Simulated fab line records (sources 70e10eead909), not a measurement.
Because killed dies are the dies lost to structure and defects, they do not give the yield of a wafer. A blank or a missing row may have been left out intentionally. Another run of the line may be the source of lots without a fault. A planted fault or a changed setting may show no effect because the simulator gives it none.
Chamber matching | flow nand_harc | NHARC_A_M0_PRE_CLEAN_31 on pecvd-04 has 3 sister chambers
The step time 12 s. 6 wafers are shown with their chamber, then 10 later ones without.

## EACH WAFER AND ITS CHAMBER
wafer  | chamber | heater_power_w (W)
L075.3 | 2       | 589
L080.1 | 2       | 608
L082.2 | 0       | 619
L082.4 | 1       | 498
L087.1 | 1       | 505
L087.4 | 0       | 616

## WAFERS WITH NO CHAMBER GIVEN
wafer  | heater_power_w (W)
L087.6 | 507
L088.1 | 629
L088.5 | 523
L088.6 | 603
L092.2 | 541
L092.3 | 694
L092.4 | 521
L093.3 | 533
L093.5 | 524
L093.6 | 673

## WHICH CHAMBER EACH ONE RAN IN
wafer  | from the rows above     | in truth
L087.6 | 1                       | 1
L088.1 | 0                       | 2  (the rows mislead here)
L088.5 | 1                       | 1
L088.6 | can't be placed: 2 or 0 | 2
L092.2 | 1                       | 1
L092.3 | 0                       | 0
L092.4 | 1                       | 1
L093.3 | 1                       | 1
L093.5 | 1                       | 1
L093.6 | 0                       | 0
Correctly placed: 8 of 10. From these rows, 1 cannot be placed; in 1 the true chamber is one of the candidates. 1 placed wrongly.
How it was worked out, from the rows above alone: a wafer's distance from a chamber is the root of the sum, over the readings, of the square of ((its reading less the chamber's mean) divided by the reading's scatter). The wafer belongs to the nearest chamber; if the next one is less than 2 further off, it can't be placed. For every chamber, the mean is computed from those of its wafers that are shown. How the scatter is found: for the shown wafers, subtract from each reading the mean of its chamber, square and add these, divide the total by (wafers less chambers), then take the root.
